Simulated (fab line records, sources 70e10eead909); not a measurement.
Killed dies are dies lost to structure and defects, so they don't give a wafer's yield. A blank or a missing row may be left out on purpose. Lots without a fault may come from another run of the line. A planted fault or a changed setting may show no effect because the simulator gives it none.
Which tool did it? | flow nand_harc | 24 lots, 72 wafers sampled, at 6 steps of a route of 1159

WHAT THE GAUGES READ, wafer by wafer
The record holds no reading of a measuring or inspecting step that can be judged against a usual standard deviation.

WHICH TOOL RAN EACH LOT (tool, then ch and the chambers of the sampled wafers, then the start)
lot  | NHARC_A_CONTACT_ETCH_75            | NHARC_A_CONTACT_ETCH_125             | NHARC_A_CONTACT_ETCH_131             | NHARC_A_CONTACT_ETCH_133             | NHARC_A_CONTACT_STRIP_26                      | NHARC_A_CONTACT_ALD_18
L074 | rie_diel-05 ch 0,1,3, day 16 12:10 | har_cap_etch-01 ch 1, day 16 13:34   | har_cap_etch-01 ch 1, day 16 14:26   | har_cap_etch-01 ch 1, day 16 14:44   | rie_diel-07 ch 0,1,3, day 17 01:43 or earlier | ald_metal-03 ch 0,2, day 17 01:43
L075 | rie_diel-05 ch 0,1,3, day 17 00:20 | har_cap_etch-01 ch 0,1, day 17 01:38 | har_cap_etch-01 ch 0,1, day 17 02:29 | har_cap_etch-01 ch 0,1, day 17 02:47 | rie_diel-08 ch 0,1,3, day 17 10:03 or earlier | ald_metal-03 ch 1,2,3, day 17 10:03
L077 | rie_diel-08 ch 0,2, day 17 02:53   | har_cap_etch-02 ch 0,1, day 17 04:08 | har_cap_etch-02 ch 0,1, day 17 04:59 | har_cap_etch-02 ch 0,1, day 17 05:17 | rie_diel-08 ch 0,3, day 17 13:39 or earlier   | ald_metal-03 ch 0,1,2, day 17 13:39
L076 | rie_diel-05 ch 0,1, day 17 03:16   | har_cap_etch-03 ch 0,1, day 17 04:35 | har_cap_etch-03 ch 0,1, day 17 05:26 | har_cap_etch-03 ch 0,1, day 17 05:46 | rie_diel-08 ch 0,2,3, day 17 14:34 or earlier | ald_metal-02 ch 0,1,2, day 17 14:34
L078 | rie_diel-08 ch 0,2, day 17 14:29   | har_cap_etch-03 ch 1, day 17 15:45   | har_cap_etch-03 ch 1, day 17 16:36   | har_cap_etch-03 ch 1, day 17 16:55   | rie_diel-08 ch 1,2,3, day 18 01:07 or earlier | ald_metal-03 ch 1,2,3, day 18 01:07
L079 | rie_diel-08 ch 2,3, day 17 20:43   | har_cap_etch-02 ch 0,1, day 17 21:58 | har_cap_etch-02 ch 0,1, day 17 22:49 | har_cap_etch-02 ch 0,1, day 17 23:08 | rie_diel-08 ch 0,2, day 18 06:58 or earlier   | ald_metal-02 ch 1,2,3, day 18 06:58
L081 | rie_diel-08 ch 1,3, day 18 07:43   | har_cap_etch-03 ch 0,1, day 18 08:59 | har_cap_etch-03 ch 0,1, day 18 09:50 | har_cap_etch-03 ch 0,1, day 18 10:08 | rie_diel-08 ch 1,2,3, day 18 17:41 or earlier | ald_metal-01 ch 0,2, day 18 17:41
L082 | rie_diel-08 ch 0,1, day 18 09:28   | har_cap_etch-02 ch 0,1, day 18 10:45 | har_cap_etch-02 ch 0,1, day 18 11:36 | har_cap_etch-02 ch 0,1, day 18 11:55 | rie_diel-08 ch 0,2,3, day 18 20:02 or earlier | ald_metal-03 ch 0,1,3, day 18 20:02
L085 | rie_diel-07 ch 1,2,3, day 18 19:51 | har_cap_etch-02 ch 0,1, day 18 21:05 | har_cap_etch-02 ch 0,1, day 18 21:56 | har_cap_etch-02 ch 0,1, day 18 22:13 | rie_diel-07 ch 0,1,3, day 19 06:11 or earlier | ald_metal-03 ch 1,2,3, day 19 06:11
L083 | rie_diel-08 ch 0,1,3, day 18 20:11 | har_cap_etch-01 ch 0,1, day 18 21:23 | har_cap_etch-01 ch 0,1, day 18 22:15 | har_cap_etch-01 ch 0,1, day 18 22:32 | rie_diel-05 ch 0,1, day 19 07:25 or earlier   | ald_metal-03 ch 1,2,3, day 19 07:25
L080 | rie_diel-05 ch 0,2,3, day 19 01:52 | har_cap_etch-02 ch 0,1, day 19 03:06 | har_cap_etch-02 ch 0,1, day 19 03:57 | har_cap_etch-02 ch 0,1, day 19 04:14 | rie_diel-08 ch 1,2,3, day 19 11:49 or earlier | ald_metal-02 ch 0,1,3, day 19 11:49
L084 | rie_diel-08 ch 0,3, day 19 05:51   | har_cap_etch-03 ch 0,1, day 19 07:11 | har_cap_etch-03 ch 0,1, day 19 08:02 | har_cap_etch-03 ch 0,1, day 19 08:23 | rie_diel-08 ch 0,2,3, day 19 15:32 or earlier | ald_metal-02 ch 0,3, day 19 15:32
L086 | rie_diel-08 ch 1,2,3, day 19 10:45 | har_cap_etch-02 ch 0,1, day 19 12:08 | har_cap_etch-02 ch 0,1, day 19 13:16 | har_cap_etch-02 ch 0,1, day 19 13:39 | rie_diel-08 ch 0,1,2, day 19 23:06 or earlier | ald_metal-03 ch 0,1,2, day 19 23:06
L087 | rie_diel-08 ch 1,3, day 19 12:10   | har_cap_etch-01 ch 0,1, day 19 13:38 | har_cap_etch-01 ch 0,1, day 19 14:46 | har_cap_etch-01 ch 0,1, day 19 15:11 | rie_diel-05 ch 0,2,3, day 20 00:20 or earlier | ald_metal-03 ch 0,1, day 20 00:20
L088 | rie_diel-05 ch 1,2,3, day 20 00:00 | har_cap_etch-02 ch 0,1, day 20 01:14 | har_cap_etch-02 ch 0,1, day 20 02:05 | har_cap_etch-02 ch 0,1, day 20 02:22 | rie_diel-08 ch 0,1,3, day 20 09:36 or earlier | ald_metal-03 ch 0,1,3, day 20 09:36
L089 | rie_diel-08 ch 0,2,3, day 20 00:43 | har_cap_etch-01 ch 0,1, day 20 02:01 | har_cap_etch-01 ch 0,1, day 20 02:52 | har_cap_etch-01 ch 0,1, day 20 03:11 | rie_diel-08 ch 1,2, day 20 10:57 or earlier   | ald_metal-03 ch 0,2,3, day 20 10:57
L090 | rie_diel-08 ch 1,2,3, day 20 17:27 | har_cap_etch-02 ch 0,1, day 20 18:41 | har_cap_etch-02 ch 0,1, day 20 19:33 | har_cap_etch-02 ch 0,1, day 20 19:51 | rie_diel-07 ch 2,3, day 21 03:46 or earlier   | ald_metal-02 ch 1,2,3, day 21 03:46
L091 | rie_diel-08 ch 1,2,3, day 20 18:28 | har_cap_etch-01 ch 0,1, day 20 19:43 | har_cap_etch-01 ch 0,1, day 20 20:34 | har_cap_etch-01 ch 0,1, day 20 20:52 | rie_diel-07 ch 0,2,3, day 21 06:59 or earlier | ald_metal-03 ch 0,1,3, day 21 06:59
L093 | rie_diel-07 ch 1,2, day 21 04:44   | har_cap_etch-01 ch 0,1, day 21 05:59 | har_cap_etch-01 ch 0,1, day 21 06:50 | har_cap_etch-01 ch 0,1, day 21 07:08 | rie_diel-05 ch 0,2,3, day 21 19:04 or earlier | ald_metal-03 ch 1,3, day 21 19:04
L092 | rie_diel-05 ch 2,3, day 21 06:32   | har_cap_etch-02 ch 0,1, day 21 07:53 | har_cap_etch-02 ch 0,1, day 21 08:44 | har_cap_etch-02 ch 0,1, day 21 09:02 | rie_diel-08 ch 0,1,3, day 21 19:16 or earlier | ald_metal-01 ch 0,1, day 21 19:16
L094 | rie_diel-08 ch 1,2,3, day 21 12:25 | har_cap_etch-01 ch 0,1, day 21 13:43 | har_cap_etch-01 ch 0,1, day 21 14:35 | har_cap_etch-01 ch 0,1, day 21 14:53 | rie_diel-07 ch 0,1,3, day 21 22:08 or earlier | ald_metal-02 ch 0,1,2, day 21 22:08
L095 | rie_diel-05 ch 0,1,2, day 21 17:05 | har_cap_etch-01 ch 0,1, day 21 18:20 | har_cap_etch-01 ch 0,1, day 21 19:11 | har_cap_etch-01 ch 0,1, day 21 19:28 | rie_diel-05 ch 0,1,2, day 22 02:49 or earlier | ald_metal-01 ch 0,1,2, day 22 02:49
L097 | rie_diel-07 ch 0,3, day 22 07:02   | har_cap_etch-01 ch 0,1, day 22 08:19 | har_cap_etch-01 ch 0,1, day 22 09:10 | har_cap_etch-01 ch 0,1, day 22 09:29 | rie_diel-08 ch 0,3, day 22 17:41 or earlier   | ald_metal-03 ch 2,3, day 22 17:41
L096 | rie_diel-08 ch 0,2,3, day 22 21:53 | har_cap_etch-01 ch 0,1, day 22 23:08 | har_cap_etch-01 ch 0,1, day 22 23:59 | har_cap_etch-01 ch 0,1, day 23 00:18 | rie_diel-08 ch 0,1,2, day 23 08:13 or earlier | ald_metal-01 ch 0,2,3, day 23 08:13
- NHARC_A_CONTACT_ETCH_75: etches the open film in CF4, target depth 39 nm, time 65 s.
- NHARC_A_CONTACT_ETCH_125: etches the open film in C4F8/O2/Ar, time 155 s, target depth 956 nm.
- NHARC_A_CONTACT_ETCH_131: etches the open film in C4F8/O2/Ar, time 155 s, target depth 956 nm.
- NHARC_A_CONTACT_ETCH_133: etches the open film in C4F8/O2/Ar, time 195 s, target depth 840 nm.
- NHARC_A_CONTACT_STRIP_26: strips in O2.
- NHARC_A_CONTACT_ALD_18: deposits TiN, target thk 3 nm, pulse time 1 s, ald cycles 150.

WHAT THE TOOLS THEMSELVES READ (means of the sampled wafers that have a number; where no wafer has one, the mark that the record gives instead)
NHARC_A_CONTACT_ETCH_75. Usual: chamber_pressure_mTorr 50.00 mTorr, standard deviation 0.045; drypump_motor_current_A 5.7 A, standard deviation 0.51; oes_product_au 0.999 a.u., standard deviation 0.0087; rf_vpp_V 151.2 V, standard deviation 1.2; showerhead_plenum_p_Torr 1.76 Torr, standard deviation 0.067; throttle_valve_pct 13.283 %, standard deviation 0.0095.
lot  | tool        | chamber_pressure_mTorr (mTorr) | drypump_motor_current_A (A) | oes_product_au (a.u.) | rf_vpp_V (V) | showerhead_plenum_p_Torr (Torr) | throttle_valve_pct (%) | flag
L074 | rie_diel-05 | 49.99                          | 5.5                         | 0.999                 | 152.1        | 1.82                            | 13.280                 |
L075 | rie_diel-05 | 49.99                          | 5.5                         | 0.994                 | 152.6        | 1.82                            | 13.286                 |
L077 | rie_diel-08 | 50.02                          | 5.9                         | 1.011                 | 151.3        | 1.76                            | 13.282                 |
L076 | rie_diel-05 | 50.02                          | 5.8                         | 0.998                 | 151.8        | 1.80                            | 13.280                 |
L078 | rie_diel-08 | 49.99                          | 5.9                         | 1.012                 | 151.5        | 1.76                            | 13.292                 |
L079 | rie_diel-08 | 49.96                          | 5.5                         | 0.996                 | 149.7        | 1.70                            | 13.288                 |
L081 | rie_diel-08 | 50.02                          | 6.1                         | 0.997                 | 149.9        | 1.70                            | 13.278                 |
L082 | rie_diel-08 | 50.01                          | 6.2                         | 1.004                 | 151.2        | 1.73                            | 13.288                 |
L085 | rie_diel-07 | 49.99                          | 5.5                         | 0.997                 | 151.5        | 1.76                            | 13.275                 |
L083 | rie_diel-08 | 50.01                          | 5.8                         | 1.000                 | 150.1        | 1.72                            | 13.285                 |
L080 | rie_diel-05 | 50.02                          | 5.5                         | 1.001                 | 152.0        | 1.85                            | 13.274                 |
L084 | rie_diel-08 | 50.03                          | 5.5                         | 1.005                 | 151.5        | 1.74                            | 13.281                 |
L086 | rie_diel-08 | 50.04                          | 5.9                         | 0.996                 | 151.1        | 1.71                            | 13.277                 |
L087 | rie_diel-08 | 49.99                          | 5.6                         | 0.996                 | 151.4        | 1.69                            | 13.288                 |
L088 | rie_diel-05 | 49.97                          | 5.8                         | 1.000                 | 153.1        | 1.82                            | 13.281                 |
L089 | rie_diel-08 | 49.98                          | 5.6                         | 1.003                 | 151.4        | 1.73                            | 13.285                 |
L090 | rie_diel-08 | 49.97                          | 6.0                         | 0.997                 | 150.0        | 1.71                            | 13.279                 |
L091 | rie_diel-08 | 50.01                          | 5.9                         | 0.995                 | 150.4        | 1.71                            | 13.290                 |
L093 | rie_diel-07 | 50.03                          | 5.2                         | 0.992                 | 150.7        | 1.72                            | 13.284                 |
L092 | rie_diel-05 | 50.03                          | 5.9                         | 1.000                 | 152.3        | 1.85                            | 13.291                 |
L094 | rie_diel-08 | 50.00                          | 6.0                         | 0.997                 | 150.4        | 1.71                            | 13.279                 |
L095 | rie_diel-05 | 50.03                          | 5.9                         | 1.000                 | 152.2        | 1.83                            | 13.288                 |
L097 | rie_diel-07 | 50.01                          | 5.4                         | 0.988                 | 151.5        | 1.77                            | 13.270                 |
L096 | rie_diel-08 | 49.96                          | 5.6                         | 1.002                 | 150.6        | 1.73                            | 13.282                 |

NHARC_A_CONTACT_ETCH_125. Usual: chamber_pressure_mTorr 19.998 mTorr, standard deviation 0.02.
lot  | tool            | chamber_pressure_mTorr (mTorr) | flag
L074 | har_cap_etch-01 | 20.003                         |
L075 | har_cap_etch-01 | 19.981                         |
L077 | har_cap_etch-02 | 19.997                         |
L076 | har_cap_etch-03 | 19.981                         |
L078 | har_cap_etch-03 | 19.996                         |
L079 | har_cap_etch-02 | 20.005                         |
L081 | har_cap_etch-03 | 20.006                         |
L082 | har_cap_etch-02 | 19.993                         |
L085 | har_cap_etch-02 | 20.016                         |
L083 | har_cap_etch-01 | 19.994                         |
L080 | har_cap_etch-02 | 19.972                         |
L084 | har_cap_etch-03 | 20.000                         |
L086 | har_cap_etch-02 | 19.989                         |
L087 | har_cap_etch-01 | 19.993                         |
L088 | har_cap_etch-02 | 20.012                         |
L089 | har_cap_etch-01 | 19.999                         |
L090 | har_cap_etch-02 | 20.028                         |
L091 | har_cap_etch-01 | 19.993                         |
L093 | har_cap_etch-01 | 20.025                         |
L092 | har_cap_etch-02 | 20.014                         |
L094 | har_cap_etch-01 | 20.003                         |
L095 | har_cap_etch-01 | 20.002                         |
L097 | har_cap_etch-01 | 19.993                         |
L096 | har_cap_etch-01 | 20.005                         |

NHARC_A_CONTACT_ETCH_131. Usual: chamber_pressure_mTorr 20.001 mTorr, standard deviation 0.024.
lot  | tool            | chamber_pressure_mTorr (mTorr) | flag
L074 | har_cap_etch-01 | 19.994                         |
L075 | har_cap_etch-01 | 20.000                         |
L077 | har_cap_etch-02 | 20.001                         |
L076 | har_cap_etch-03 | 20.000                         |
L078 | har_cap_etch-03 | 19.998                         |
L079 | har_cap_etch-02 | 19.989                         |
L081 | har_cap_etch-03 | 19.995                         |
L082 | har_cap_etch-02 | 20.025                         |
L085 | har_cap_etch-02 | 19.994                         |
L083 | har_cap_etch-01 | 19.989                         |
L080 | har_cap_etch-02 | 20.004                         |
L084 | har_cap_etch-03 | 20.000                         |
L086 | har_cap_etch-02 | 19.986                         |
L087 | har_cap_etch-01 | 20.037                         |
L088 | har_cap_etch-02 | 20.008                         |
L089 | har_cap_etch-01 | 19.977                         |
L090 | har_cap_etch-02 | 20.015                         |
L091 | har_cap_etch-01 | 19.998                         |
L093 | har_cap_etch-01 | 19.997                         |
L092 | har_cap_etch-02 | 20.008                         |
L094 | har_cap_etch-01 | 20.001                         |
L095 | har_cap_etch-01 | 19.996                         |
L097 | har_cap_etch-01 | 20.001                         |
L096 | har_cap_etch-01 | 20.013                         |

NHARC_A_CONTACT_ETCH_133. Usual: chamber_pressure_mTorr 20.001 mTorr, standard deviation 0.02.
lot  | tool            | chamber_pressure_mTorr (mTorr) | flag
L074 | har_cap_etch-01 | 20.004                         |
L075 | har_cap_etch-01 | 19.967                         |
L077 | har_cap_etch-02 | 20.006                         |
L076 | har_cap_etch-03 | 20.005                         |
L078 | har_cap_etch-03 | 20.008                         |
L079 | har_cap_etch-02 | 20.001                         |
L081 | har_cap_etch-03 | 20.003                         |
L082 | har_cap_etch-02 | 20.005                         |
L085 | har_cap_etch-02 | 19.997                         |
L083 | har_cap_etch-01 | 19.979                         |
L080 | har_cap_etch-02 | 20.013                         |
L084 | har_cap_etch-03 | 19.999                         |
L086 | har_cap_etch-02 | 20.009                         |
L087 | har_cap_etch-01 | 20.003                         |
L088 | har_cap_etch-02 | 19.994                         |
L089 | har_cap_etch-01 | 20.030                         |
L090 | har_cap_etch-02 | 19.984                         |
L091 | har_cap_etch-01 | 20.002                         |
L093 | har_cap_etch-01 | 20.015                         |
L092 | har_cap_etch-02 | 20.001                         |
L094 | har_cap_etch-01 | 20.003                         |
L095 | har_cap_etch-01 | 19.977                         |
L097 | har_cap_etch-01 | 19.998                         |
L096 | har_cap_etch-01 | 20.007                         |

NHARC_A_CONTACT_STRIP_26. Usual: chamber_pressure_mTorr 59.99 mTorr, standard deviation 0.053; drypump_motor_current_A 5.7 A, standard deviation 0.5; o2_flow_sccm 500.0 sccm, standard deviation 1.6; oes_product_au 1.001 a.u., standard deviation 0.0098; rf_vpp_V 57.7 V, standard deviation 0.94; showerhead_plenum_p_Torr 3.49 Torr, standard deviation 0.13; throttle_valve_pct 17.036 %, standard deviation 0.0092.
lot  | tool        | chamber_pressure_mTorr (mTorr) | drypump_motor_current_A (A) | o2_flow_sccm (sccm) | oes_product_au (a.u.) | rf_vpp_V (V) | showerhead_plenum_p_Torr (Torr) | throttle_valve_pct (%) | flag
L074 | rie_diel-07 | 60.00                          | 5.7                         | 500.8               | 1.004                 | 58.2         | 3.51                            | 17.031                 |
L075 | rie_diel-08 | 59.97                          | 5.8                         | 500.3               | 1.008                 | 57.2         | 3.44                            | 17.040                 |
L077 | rie_diel-08 | 59.95                          | 5.5                         | 499.6               | 1.003                 | 57.7         | 3.48                            | 17.045                 |
L076 | rie_diel-08 | 60.03                          | 5.6                         | 501.1               | 1.008                 | 57.7         | 3.46                            | 17.035                 |
L078 | rie_diel-08 | 59.96                          | 6.0                         | 499.7               | 1.000                 | 57.8         | 3.42                            | 17.031                 |
L079 | rie_diel-08 | 59.96                          | 5.7                         | 500.8               | 1.012                 | 58.3         | 3.52                            | 17.033                 |
L081 | rie_diel-08 | 60.02                          | 6.0                         | 500.7               | 0.998                 | 57.6         | 3.41                            | 17.036                 |
L082 | rie_diel-08 | 60.02                          | 5.6                         | 500.2               | 1.002                 | 57.2         | 3.46                            | 17.031                 |
L085 | rie_diel-07 | 60.00                          | 5.7                         | 499.7               | 0.999                 | 58.3         | 3.50                            | 17.027                 |
L083 | rie_diel-05 | 60.06                          | 5.6                         | 500.7               | 1.004                 | 57.4         | 3.65                            | 17.032                 |
L080 | rie_diel-08 | 60.01                          | 6.0                         | 500.6               | 1.007                 | 57.4         | 3.41                            | 17.030                 |
L084 | rie_diel-08 | 60.01                          | 5.6                         | 500.5               | 1.005                 | 57.1         | 3.45                            | 17.035                 |
L086 | rie_diel-08 | 59.99                          | 6.1                         | 498.1               | 1.005                 | 57.6         | 3.48                            | 17.035                 |
L087 | rie_diel-05 | 59.96                          | 5.5                         | 499.2               | 0.999                 | 59.2         | 3.69                            | 17.031                 |
L088 | rie_diel-08 | 59.99                          | 5.8                         | 499.8               | 1.004                 | 57.5         | 3.43                            | 17.037                 |
L089 | rie_diel-08 | 60.03                          | 6.2                         | 500.8               | 0.999                 | 57.0         | 3.46                            | 17.037                 |
L090 | rie_diel-07 | 60.06                          | 5.4                         | 500.0               | 0.995                 | 59.2         | 3.67                            | 17.045                 |
L091 | rie_diel-07 | 60.01                          | 5.3                         | 500.5               | 0.990                 | 58.0         | 3.56                            | 17.036                 |
L093 | rie_diel-05 | 60.00                          | 5.5                         | 499.5               | 1.001                 | 57.5         | 3.68                            | 17.040                 |
L092 | rie_diel-08 | 59.98                          | 5.8                         | 499.6               | 0.995                 | 57.5         | 3.43                            | 17.031                 |
L094 | rie_diel-07 | 59.93                          | 5.6                         | 499.9               | 0.991                 | 57.8         | 3.49                            | 17.039                 |
L095 | rie_diel-05 | 59.97                          | 5.9                         | 500.4               | 1.003                 | 58.3         | 3.65                            | 17.031                 |
L097 | rie_diel-08 | 59.98                          | 5.3                         | 500.0               | 1.007                 | 56.3         | 3.40                            | 17.039                 |
L096 | rie_diel-08 | 59.96                          | 6.0                         | 500.4               | 0.997                 | 58.1         | 3.47                            | 17.042                 |

NHARC_A_CONTACT_ALD_18. Usual: heater_power_w 1145 W, standard deviation 140; precursor_pulse_height_rel 0.999, standard deviation 0.019.
lot  | tool         | heater_power_w (W) | precursor_pulse_height_rel | flag
L074 | ald_metal-03 | 1071               | 0.987                      |
L075 | ald_metal-03 | 1222               | 1.001                      |
L077 | ald_metal-03 | 1113               | 1.007                      |
L076 | ald_metal-02 | 1090               | 0.991                      |
L078 | ald_metal-03 | 1235               | 1.013                      |
L079 | ald_metal-02 | 1013               | 1.029                      |
L081 | ald_metal-01 | 1232               | 0.997                      |
L082 | ald_metal-03 | 1248               | 1.002                      |
L085 | ald_metal-03 | 1230               | 1.006                      |
L083 | ald_metal-03 | 1250               | 1.006                      |
L080 | ald_metal-02 | 1059               | 1.000                      |
L084 | ald_metal-02 | 962                | 0.989                      |
L086 | ald_metal-03 | 1144               | 0.985                      |
L087 | ald_metal-03 | 1156               | 0.982                      |
L088 | ald_metal-03 | 1245               | 0.994                      |
L089 | ald_metal-03 | 1173               | 1.002                      |
L090 | ald_metal-02 | 1030               | 1.000                      |
L091 | ald_metal-03 | 1251               | 0.995                      |
L093 | ald_metal-03 | 1323               | 0.999                      |
L092 | ald_metal-01 | 1152               | 1.024                      |
L094 | ald_metal-02 | 1085               | 0.982                      |
L095 | ald_metal-01 | 1162               | 0.992                      |
L097 | ald_metal-03 | 1280               | 0.996                      |
L096 | ald_metal-01 | 1212               | 1.000                      |

THE ANSWER, worked out from the rows above alone
Rule: a lot is off if the mean of its wafers that have a number lies more than 3 standard deviations from the usual mean. A lot without any number at a reading at which 4 lots or more have one is off too. The other lots that the step has rows for count as sound. The gauges are gone through in route order, then the tools' own readings, and for those a lot's mean is taken as printed above. The first step at which some lot is off is used, and at that step the reading that is off furthest; a lot without a number counts as furthest.
No lot is off at any reading shown: from this, nothing can be told.

WHAT THE SIMULATOR HAD PUT IN
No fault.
